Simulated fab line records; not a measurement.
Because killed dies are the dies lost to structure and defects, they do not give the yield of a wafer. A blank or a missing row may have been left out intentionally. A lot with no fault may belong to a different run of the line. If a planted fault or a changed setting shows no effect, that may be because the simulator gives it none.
fab line records + flow nandHarc
[record]
- lots = 15
- wafers = 42
- lastDay = 25
route steps=1159 shown A_ONON_D1@439 A_CHANNEL_HOLE_D1@462 END@1159
lots with no fault: from the same line, run without faults
startH: hours from the record's first day to the start of the lot's first wafer shown + waitH: time in hours since the lot's previous step + " as in the row above + L1.1+2: several wafers, shown together as one row + - no value, or no start given + * or withheld: withheld + < > ~ a bound
route shown NAME@n: NAME is a module with steps in the file, n the number in the route of the first one + usual: mean/standard deviation taken from wafers without a fault + same: alike in all rows + chamber/n: place in a boat + sites: the reading at each site + _std_site: how widely they spread, as a standard deviation + _edge_site: outer sites' mean less inner sites' + radiusMm: how far each site lies from the wafer's centre + mask NAME#n: copy n + behind: tool/chamber where the wafer was last shaped + hold: why the lot was held/for how many hours/how that ended + device: transistor that didn't switch, given as n, p or np + end of line: the tests these same wafers got at the end of their route + for a step that has no rows: nothing shown but its recipe + killed: dies that structure and defects cost at the first sort, which is not the same as the wafer's yield + map: per-die view of a wafer (x killed, . not killed, _ where there is no die)
set.NAME: the setting as run; set.NAME@STEP: as run at that earlier step + model.NAME: the simulator's own value behind a step, which no gauge read
the route's steps for a sample of lots (tables are steps, rows are wafers)
services: when a tool's chamber went out of use (startH, in hours from the record's first day, below 0 if earlier), for how many hours, and the reason
[[steps]]
[step NHARC_A_ONON_D1_THK_MEAS_21]
[recipe]
- thkMeasGauge = ellipsometry
[usual]
- thkNm = 998/9.3
| lot.wafer | tool         | chamber | startH | waitH | thkNm |
|-----------|--------------|---------|--------|-------|-------|
| L891.1    | filmMetro-02 | -       | 154.35 | -     | 996   |
| L891.3    | "            | -       | "      | "     | 997   |
| L891.6    | "            | -       | "      | "     | 997   |
| L892.2    | filmMetro-02 | -       | 178.17 | -     | 989   |
| L892.3    | "            | -       | "      | "     | 988   |
| L892.5    | "            | -       | "      | "     | 990   |
| L893.2    | filmMetro-01 | -       | 178.18 | -     | 1002  |
| L893.4    | "            | -       | "      | "     | 1002  |
| L893.6    | "            | -       | "      | "     | 1000  |
| L894.3    | filmMetro-02 | -       | 178.19 | -     | 1007  |
| L894.4    | "            | -       | "      | "     | 1004  |
| L894.6    | "            | -       | "      | "     | 1005  |
| L895.2    | filmMetro-02 | -       | 196.03 | -     | 990   |
| L895.4    | "            | -       | "      | "     | 992   |
| L895.5    | "            | -       | "      | "     | 993   |
| L897.2    | filmMetro-01 | -       | 204.58 | -     | 1004  |
| L897.3    | "            | -       | "      | "     | 1002  |
| L897.5    | "            | -       | "      | "     | 1004  |
| L898.1    | filmMetro-02 | -       | 204.59 | -     | 988   |
| L898.3    | "            | -       | "      | "     | 990   |
| L898.5    | "            | -       | "      | "     | 989   |
| L900.1    | filmMetro-02 | -       | 232.59 | -     | 1015  |
| L900.3    | "            | -       | "      | "     | 1016  |
| L900.6    | "            | -       | "      | "     | 1016  |
| L901.3    | filmMetro-01 | -       | 232.59 | -     | 999   |
| L901.4    | "            | -       | "      | "     | 998   |
| L901.6    | "            | -       | "      | "     | 998   |
| L902.1    | filmMetro-01 | -       | 248.24 | -     | 1020  |
| L902.2    | "            | -       | "      | "     | 1018  |
| L902.4    | "            | -       | "      | "     | 1019  |
| L904.2    | filmMetro-01 | -       | 254.99 | -     | 1003  |
| L904.3    | "            | -       | "      | "     | 1002  |
| L904.5    | "            | -       | "      | "     | 1002  |
| L909.1    | filmMetro-02 | -       | 268.92 | -     | 991   |
| L909.3    | "            | -       | "      | "     | 989   |
| L907.5    | filmMetro-01 | -       | 269.27 | -     | 997   |
| L907.6    | "            | -       | "      | "     | 995   |
| L911.1    | filmMetro-02 | -       | 285.81 | -     | 1006  |
| L911.6    | "            | -       | "      | "     | 1006  |
| L913.2    | filmMetro-01 | -       | 296.15 | -     | 1016  |
| L913.5    | "            | -       | "      | "     | 1015  |
| L913.6    | "            | -       | "      | "     | 1015  |
[step NHARC_A_ONON_D1_DEP_25]
[recipe]
- targetThkA = 10000
- n2FlowSccm = 2750
- n2oFlowSccm = 2000
- nh3FlowSccm = 500
- sih4FlowSccm = 210
- tempC = 400
| lot.wafer  | tool         | chamber | startH | waitH |
|------------|--------------|---------|--------|-------|
| L891.1+3+6 | pecvdOnon-04 | 0       | 154.99 | 0.1   |
| L892.2+3+5 | pecvdOnon-01 | 0       | 178.86 | 0.1   |
| L893.2+4+6 | pecvdOnon-04 | 0       | 178.88 | 0.1   |
| L894.3+4+6 | pecvdOnon-03 | 0       | 178.93 | 0.2   |
| L895.2+4+5 | pecvdOnon-03 | 0       | 196.71 | 0.1   |
| L898.1+3+5 | pecvdOnon-03 | 0       | 205.21 | 0.1   |
| L897.2+3+5 | pecvdOnon-04 | 0       | 205.26 | 0.1   |
| L900.1+3+6 | pecvdOnon-03 | 0       | 233.21 | 0.1   |
| L901.3+4+6 | pecvdOnon-01 | 0       | 233.34 | 0.2   |
| L902.1+2+4 | pecvdOnon-03 | 0       | 248.85 | 0.1   |
| L904.2+3+5 | pecvdOnon-04 | 0       | 255.67 | 0.1   |
| L909.1+3   | pecvdOnon-01 | 0       | 269.55 | 0.1   |
| L907.5+6   | pecvdOnon-01 | 0       | 270.14 | 0.3   |
| L911.1+6   | pecvdOnon-01 | 0       | 286.57 | 0.1   |
| L913.2+5+6 | pecvdOnon-03 | 0       | 296.83 | 0.1   |
[step NHARC_A_ONON_D1_THK_MEAS_27]
[recipe]
- thkMeasGauge = ellipsometry
[usual]
- thkNm = 999/7.2
| lot.wafer | tool         | chamber | startH | waitH | thkNm |
|-----------|--------------|---------|--------|-------|-------|
| L891.1    | filmMetro-02 | -       | 155.49 | -     | 1011  |
| L891.3    | "            | -       | "      | "     | 1013  |
| L891.6    | "            | -       | "      | "     | 1012  |
| L892.2    | filmMetro-02 | -       | 179.31 | -     | 1001  |
| L892.3    | "            | -       | "      | "     | 1000  |
| L892.5    | "            | -       | "      | "     | 999   |
| L894.3    | filmMetro-01 | -       | 179.32 | -     | 1006  |
| L894.4    | "            | -       | "      | "     | 1006  |
| L894.6    | "            | -       | "      | "     | 1007  |
| L893.2    | filmMetro-02 | -       | 179.34 | -     | 997   |
| L893.4    | "            | -       | "      | "     | 996   |
| L893.6    | "            | -       | "      | "     | 998   |
| L895.2    | filmMetro-02 | -       | 197.16 | -     | 996   |
| L895.4    | "            | -       | "      | "     | 995   |
| L895.5    | "            | -       | "      | "     | 995   |
| L897.2    | filmMetro-01 | -       | 205.72 | -     | 989   |
| L897.3    | "            | -       | "      | "     | 990   |
| L897.5    | "            | -       | "      | "     | 988   |
| L898.1    | filmMetro-02 | -       | 205.72 | -     | 1007  |
| L898.3    | "            | -       | "      | "     | 1006  |
| L898.5    | "            | -       | "      | "     | 1006  |
| L900.1    | filmMetro-02 | -       | 233.72 | -     | 1008  |
| L900.3    | "            | -       | "      | "     | 1007  |
| L900.6    | "            | -       | "      | "     | 1007  |
| L901.3    | filmMetro-01 | -       | 233.73 | -     | 1005  |
| L901.4    | "            | -       | "      | "     | 1004  |
| L901.6    | "            | -       | "      | "     | 1002  |
| L902.1    | filmMetro-02 | -       | 249.37 | -     | 1000  |
| L902.2    | "            | -       | "      | "     | 998   |
| L902.4    | "            | -       | "      | "     | 999   |
| L904.2    | filmMetro-01 | -       | 256.13 | -     | 991   |
| L904.3    | "            | -       | "      | "     | 991   |
| L904.5    | "            | -       | "      | "     | 990   |
| L909.1    | filmMetro-01 | -       | 270.06 | -     | 1388  |
| L909.3    | "            | -       | "      | "     | 986   |
| L907.5    | filmMetro-02 | -       | 270.41 | -     | 1005  |
| L907.6    | "            | -       | "      | "     | 1409  |
| L911.1    | filmMetro-02 | -       | 287.08 | -     | 1398  |
| L911.6    | "            | -       | "      | "     | 1398  |
| L913.2    | filmMetro-01 | -       | 297.29 | -     | 998   |
| L913.5    | "            | -       | "      | "     | 997   |
| L913.6    | "            | -       | "      | "     | 995   |
[step NHARC_A_ONON_D1_INSPECT_32]
[usual]
- rawDefectCount = 76/24
| lot.wafer | tool             | chamber | startH | waitH | rawDefectCount |
|-----------|------------------|---------|--------|-------|----------------|
| L891.1    | defectInspect-02 | -       | 156.61 | 0.0   | 49             |
| L891.3    | "                | -       | "      | "     | 70             |
| L891.6    | "                | -       | "      | "     | 60             |
| L892.2    | defectInspect-02 | -       | 180.44 | 0.0   | 109            |
| L892.3    | "                | -       | "      | "     | 66             |
| L892.5    | "                | -       | "      | "     | 60             |
| L894.3    | defectInspect-01 | -       | 180.45 | 0.0   | 39             |
| L894.4    | "                | -       | "      | "     | 63             |
| L894.6    | "                | -       | "      | "     | 32             |
| L893.2    | defectInspect-02 | -       | 180.51 | 0.0   | 92             |
| L893.4    | "                | -       | "      | "     | 51             |
| L893.6    | "                | -       | "      | "     | 93             |
| L895.2    | defectInspect-02 | -       | 198.26 | 0.0   | 67             |
| L895.4    | "                | -       | "      | "     | 83             |
| L895.5    | "                | -       | "      | "     | 164            |
| L897.2    | defectInspect-02 | -       | 206.84 | 0.0   | 82             |
| L897.3    | "                | -       | "      | "     | 87             |
| L897.5    | "                | -       | "      | "     | 47             |
| L898.1    | defectInspect-01 | -       | 207.06 | 0.0   | 105            |
| L898.3    | "                | -       | "      | "     | 85             |
| L898.5    | "                | -       | "      | "     | 111            |
| L900.1    | defectInspect-01 | -       | 234.88 | 0.0   | 58             |
| L900.3    | "                | -       | "      | "     | 73             |
| L900.6    | "                | -       | "      | "     | 110            |
| L901.3    | defectInspect-02 | -       | 234.97 | 0.1   | 69             |
| L901.4    | "                | -       | "      | "     | 73             |
| L901.6    | "                | -       | "      | "     | 56             |
| L902.1    | defectInspect-01 | -       | 250.61 | 0.0   | 112            |
| L902.2    | "                | -       | "      | "     | 72             |
| L902.4    | "                | -       | "      | "     | 98             |
| L904.2    | defectInspect-02 | -       | 257.24 | 0.0   | 59             |
| L904.3    | "                | -       | "      | "     | 94             |
| L904.5    | "                | -       | "      | "     | 87             |
| L909.1    | defectInspect-02 | -       | 271.17 | 0.0   | 59             |
| L909.3    | "                | -       | "      | "     | 107            |
| L907.5    | defectInspect-01 | -       | 271.52 | 0.0   | 77             |
| L907.6    | "                | -       | "      | "     | 80             |
| L911.1    | defectInspect-01 | -       | 288.20 | 0.0   | 52             |
| L911.6    | "                | -       | "      | "     | 62             |
| L913.2    | defectInspect-01 | -       | 298.39 | 0.0   | 88             |
| L913.5    | "                | -       | "      | "     | 58             |
| L913.6    | "                | -       | "      | "     | 131            |
[step NHARC_A_CHANNEL_HOLE_D1_CD_MEAS_10]
[recipe]
- targetCdNm = 100
- landingEnergyEv = 500
[usual]
- cdNm = 100.4/0.6
| lot.wafer | tool     | chamber | startH | waitH | cdNm  |
|-----------|----------|---------|--------|-------|-------|
| L891.1    | cdSem-01 | 0       | 159.99 | -     | 100.5 |
| L891.3    | "        | 0       | "      | "     | 101.1 |
| L891.6    | "        | 0       | "      | "     | 100.1 |
| L892.2    | cdSem-02 | 0       | 186.21 | -     | 100.3 |
| L892.3    | "        | 0       | "      | "     | 100.5 |
| L892.5    | "        | 0       | "      | "     | 101.1 |
| L894.3    | cdSem-01 | 0       | 186.37 | -     | 101.1 |
| L894.4    | "        | 0       | "      | "     | 99.6  |
| L894.6    | "        | 0       | "      | "     | 100.8 |
| L893.2    | cdSem-02 | 0       | 187.04 | -     | 99.4  |
| L893.4    | "        | 0       | "      | "     | 99.7  |
| L893.6    | "        | 0       | "      | "     | 100.3 |
| L895.2    | cdSem-03 | 0       | 203.74 | -     | 100.9 |
| L895.4    | "        | 0       | "      | "     | 99.5  |
| L895.5    | "        | 0       | "      | "     | 100.5 |
| L897.2    | cdSem-02 | 0       | 211.64 | -     | 100.0 |
| L897.3    | "        | 0       | "      | "     | 100.5 |
| L897.5    | "        | 0       | "      | "     | 101.2 |
| L898.1    | cdSem-01 | 0       | 211.80 | -     | 100.0 |
| L898.3    | "        | 0       | "      | "     | 100.8 |
| L898.5    | "        | 0       | "      | "     | 99.4  |
| L900.1    | cdSem-01 | 0       | 237.92 | -     | 100.3 |
| L900.3    | "        | 0       | "      | "     | 100.3 |
| L900.6    | "        | 0       | "      | "     | 100.1 |
| L901.3    | cdSem-01 | 0       | 239.89 | -     | 99.9  |
| L901.4    | "        | 0       | "      | "     | 100.3 |
| L901.6    | "        | 0       | "      | "     | 101.4 |
| L902.1    | cdSem-01 | 0       | 253.42 | -     | 100.7 |
| L902.2    | "        | 0       | "      | "     | 100.9 |
| L902.4    | "        | 0       | "      | "     | 101.2 |
| L904.2    | cdSem-01 | 0       | 260.10 | -     | 100.5 |
| L904.3    | "        | 0       | "      | "     | 100.3 |
| L904.5    | "        | 0       | "      | "     | 100.4 |
| L909.3    | cdSem-02 | 0       | 273.79 | -     | 100.3 |
| L907.5    | cdSem-03 | 0       | 275.76 | -     | 100.5 |
| L913.2    | cdSem-02 | 0       | 309.54 | -     | 99.5  |
| L913.5    | "        | 0       | "      | "     | 99.6  |
| L913.6    | "        | 0       | "      | "     | 99.8  |
[step NHARC_END_SORT_01]
[recipe]
- tempC = 25
[usual]
- killedAtArray = 30/10
- killedAtOther = 0.5/0.82
- killedAtPeriphery = 2.9/2
- killedDies = 34/11
- killedOpen = 3.2/1.8
- killedShort = 2.0/1.4
[same]
- grossDies = 677
| lot.wafer | tool      | chamber | startH | waitH | killedAtArray | killedAtOther | killedAtPeriphery | killedDies | killedOpen | killedShort |
|-----------|-----------|---------|--------|-------|---------------|---------------|-------------------|------------|------------|-------------|
| L909.1    | prober-01 | 0       | 550.84 | 2.5   | 670           | 2             | 5                 | 677        | 1          | 1           |
| L909.3    | prober-01 | 0       | 552.44 | 3.1   | 12            | 0             | 5                 | 17         | 1          | 2           |
| L907.5    | prober-02 | 0       | 562.93 | 3.7   | 30            | 3             | 2                 | 35         | 3          | 4           |
| L907.6    | prober-02 | 0       | 563.73 | 4.0   | 673           | 1             | 3                 | 677        | 5          | 7           |
| L911.1    | prober-01 | 0       | 574.19 | 2.5   | 675           | 1             | 1                 | 677        | 4          | 4           |
| L911.6    | prober-01 | 0       | 578.19 | 4.0   | 673           | 1             | 3                 | 677        | 6          | 2           |
// killed by level:class
L909.1 A_ONON_D1:areaDep=650 A_CONTACT:chamberFilmFlake=8 P_ZERO_WELL:chamberFilmFlake=5 A_CHANNEL_HOLE_D1:chamberFilmFlake=5 A_SGD_CUT:chamberFilmFlake=2 A_WL_FILL:chamberFilmFlake=2 THIN_TSV:chamberFilmFlake=2 A_WL_FILL:geometricParticle:short=1
L909.3 A_CHANNEL_HOLE_D1:chamberFilmFlake=5 P_STI:chamberFilmFlake=3 A_SGD_CUT:chamberFilmFlake=2 A_CONTACT:chamberFilmFlake=2 P_M0:geometricParticle:open=1 A_CHANNEL_FILL_D1:geometricParticle:short=1 A_M0:geometricParticle:short=1 P_ZERO_WELL:chamberFilmFlake=1
L907.5 A_CHANNEL_HOLE_D1:chamberFilmFlake=14 A_SGD_CUT:chamberFilmFlake=3 A_CONTACT:chamberFilmFlake=3 A_CONTACT:geometricParticle:open=2 P_ZERO_WELL:chamberFilmFlake=2 THIN_TSV:chamberFilmFlake=2 A_SOURCE_PLATE:geometricParticle:short=1 A_CHANNEL_HOLE_D1:geometricParticle:short=1
L907.6 A_ONON_D1:areaDep=627 A_CHANNEL_HOLE_D1:chamberFilmFlake=13 A_SGD_CUT:chamberFilmFlake=7 A_CONTACT:chamberFilmFlake=6 A_STAIRCASE:chamberFilmFlake=4 A_BLC:chamberFilmFlake=3 A_SGD_CUT:geometricParticle:short=2 A_M0:geometricParticle:open=2
L911.1 A_ONON_D1:areaDep=646 A_CHANNEL_HOLE_D1:chamberFilmFlake=12 A_CONTACT:chamberFilmFlake=7 A_SGD_CUT:geometricParticle:short=2 A_CHANNEL_HOLE_D1:geometricParticle:open=1 A_CHANNEL_FILL_D1:geometricParticle:open=1 A_WL_FILL:geometricParticle:short=1 A_CONTACT:geometricParticle:open=1
L911.6 A_ONON_D1:areaDep=644 A_CHANNEL_HOLE_D1:chamberFilmFlake=14 A_CONTACT:chamberFilmFlake=4 A_CONTACT:geometricParticle:open=2 P_M2:chamberFilmFlake=2 A_M0:chamberFilmFlake=2 A_ONON_D1:geometricParticle:short=1 A_ONON_D1:geometricParticle:open=1
[[services]]
| tool         | chamber | startH | hours | kind   |
|--------------|---------|--------|-------|--------|
| pecvdOnon-03 | -       | 153.00 | 13.0  | pm     |
| pecvdOnon-04 | -       | 157.34 | 0.1   | repair |
| pecvdOnon-01 | -       | 195.49 | 13.0  | pm     |
| pecvdOnon-04 | -       | 237.16 | 13.0  | pm     |
[[key]]
[firstSign]
- step = NHARC_A_ONON_D1_THK_MEAS_27
- reading = thkNm
- direction = up
- sigmas = 55
- usual = 999
- struck = 1398
[effect]
- step = NHARC_END_SORT_01
- reading = killedAtArray
- direction = up
- sigmas = 62
- usual = 30
- struck = 673
[moreKillsBornAt]
- NHARC_A_ONON_D1_DEP_25@pecvdOnon-01 = 2567
metAt NHARC_A_ONON_D1_DEP_25
struckLots L907,L909,L911
struckWafers L907.6,L909.1,L911.1,L911.6
laterRowsLeftOut L907.6,L909.1,L911.1,L911.6
testerLeftOut L907,L909,L911
notActingAt NHARC_A_ONON_D1_THK_MEAS_21,NHARC_A_ONON_D1_INSPECT_32,NHARC_A_CHANNEL_HOLE_D1_CD_MEAS_10
onsetBetween 233.34 269.55
[fault]
- kind = processParameterDrift
- tool = pecvdOnon-01
- chamber = -
- onsetH = 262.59
- steps = NHARC_A_ONON_D1_DEP_25
- channel = targetThkA
- offset = *
- shape = step
- endH = 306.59
- scope = struckWafersOnly
- actsIn = *
- stated = *
// testerLeftOut: of these lots the tester's yield and bins aren't shown, on N5 and GAA mostly nor the transistor test; their killed dies are dies lost to structure and defects alone, not to doping, threshold or leakage, so they don't give the yield
// laterRowsLeftOut: the simulator's readings of these wafers behind a module that went badly wrong aren't trusted and aren't shown, but for the sort
